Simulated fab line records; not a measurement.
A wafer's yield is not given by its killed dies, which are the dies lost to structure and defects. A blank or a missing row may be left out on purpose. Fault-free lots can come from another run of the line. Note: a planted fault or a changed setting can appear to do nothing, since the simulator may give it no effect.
A lot that was struck, set against a sound lot / flow nand-harc / 14 steps out of a route of 1302
Sound: the wafers L916.3, L916.5, L916.6. Wafers L920.2, L920.4, L920.5 were the ones struck. At the end, the cause is stated.
At each step with rows: each side's tool, then ch and its chambers, then its first start. Under that, the readings that differ: sound wafers / struck wafers / difference of the means / sigmas: that difference in standard deviations of wafers without a fault.
alike: readings with means less than 2 such deviations apart, plus words and numbers identical on both sides. not compared: withheld readings, readings lacking a value on some wafer, bounds such as >300 that could conceal the same value, and numbers that have no deviation in the record and whose values overlap.
Wherever a step has rows on one side only, a row that says differs or no value, or a row with sigmas, the two part there. Numbers that have no deviation but don't overlap get no sigmas and don't part them. A reading missing from all wafers of one side parts the sides only when that side holds two or more wafers.

first, 1 step without rows for these wafers: NHARC_A_CHANNEL_HOLE_D2_SRD_30.
NHARC_A_CHANNEL_HOLE_D2_CD_MEAS_31:
  sound: cd-sem-02 at day 19 09:49; struck: cd-sem-03 at day 20 15:20
  alike: cd-nm
NHARC_A_CHANNEL_HOLE_D2_XSEM_32:
  sound on xsem-01 ch 0, day 19 09:55; struck on xsem-02 ch 0, day 20 15:26
reading=bow-nm (nm); sound=8.95 9.01 9.06; struck=8.23 8.17 8.23; difference=-0.80; sigmas=-3
  alike: bot-cd-nm, tilt-deg
NHARC_A_CHANNEL_HOLE_D2_INSPECT_40:
  sound: defect-inspect-02 at day 19 10:00; struck: defect-inspect-01 at day 20 15:31
  alike: raw-defect-count
then, 2 steps without rows for these wafers: NHARC_A_CHANNEL_FILL_D2_PRECLEAN_00 (cleans in SC1); NHARC_A_CHANNEL_FILL_D2_SRD_01.
NHARC_A_CHANNEL_FILL_D2_ALD_02: deposits SiO2, target thk 6 nm, pulse time 10 s, ald cycles 60.
  sound on ald-hk-01 ch 0,2,3, day 19 11:50; struck on ald-hk-02 ch 2,3, day 20 15:43
  alike: heater-power-w, precursor-pulse-height-rel
NHARC_A_CHANNEL_FILL_D2_ALD_03: deposits SiNx, target thk 6 nm, pulse time 60 s, ald cycles 58.
  sound on ald-sin-batch-01 ch 0; struck on ald-sin-batch-01 ch 0
  alike: chamber-pressure-Torr, precursor-pulse-height-rel
NHARC_A_CHANNEL_FILL_D2_ALD_14: deposits SiO2, target thk 2.5 nm, pulse time 10 s, ald cycles 25.
  sound on ald-hk-04 ch 0,1,3, day 19 18:11; struck on ald-hk-01 ch 0,2, day 21 04:00
  alike: heater-power-w, precursor-pulse-height-rel
then, 3 steps without rows for these wafers: NHARC_A_CHANNEL_FILL_D2_ALD_15 (deposits SiNx, target thk 2 nm, pulse time 60 s, ald cycles 19); NHARC_A_CHANNEL_FILL_D2_ALD_16 (deposits SiO2, target thk 1.5 nm, pulse time 10 s, ald cycles 15); NHARC_A_CHANNEL_FILL_D2_ANNEAL_17 (time 1800 s).
NHARC_A_CHANNEL_FILL_D2_CVD_18: deposits poly-Si, target thk 3 nm.
  sound on lpcvd-poly-02 ch 0, day 20 08:24; struck on lpcvd-poly-03, day 21 18:26
  no value came back on the struck wafers for spike-tc-bottom-C (C), spike-tc-centre-C (C), spike-tc-upper-C (C), zone-power-centre-pct (%); on the sound wafers spike-tc-bottom-C (C) reads 571.7 569.3 571.1
NHARC_A_CHANNEL_FILL_D2_ETCHBACK_19: etches the open film in HBr/Cl2, target depth 5 nm, time 1.7 s.
  sound on rie-si-05 ch 0,1,3, day 20 10:32; struck on rie-si-03 ch 0,3, day 21 20:32
  alike: drypump-motor-current-A, he-backside-leak-sccm, oes-product-au, throttle-valve-pct
  not compared: rf-hours-counter-h

WHERE THEY PART
Earliest at NHARC_A_CHANNEL_HOLE_D2_XSEM_32; latest, in this record, at NHARC_A_CHANNEL_FILL_D2_CVD_18. Later steps at which nothing parts them and some readings are alike: NHARC_A_CHANNEL_FILL_D2_ETCHBACK_19.

WHY: whatever the simulator had introduced
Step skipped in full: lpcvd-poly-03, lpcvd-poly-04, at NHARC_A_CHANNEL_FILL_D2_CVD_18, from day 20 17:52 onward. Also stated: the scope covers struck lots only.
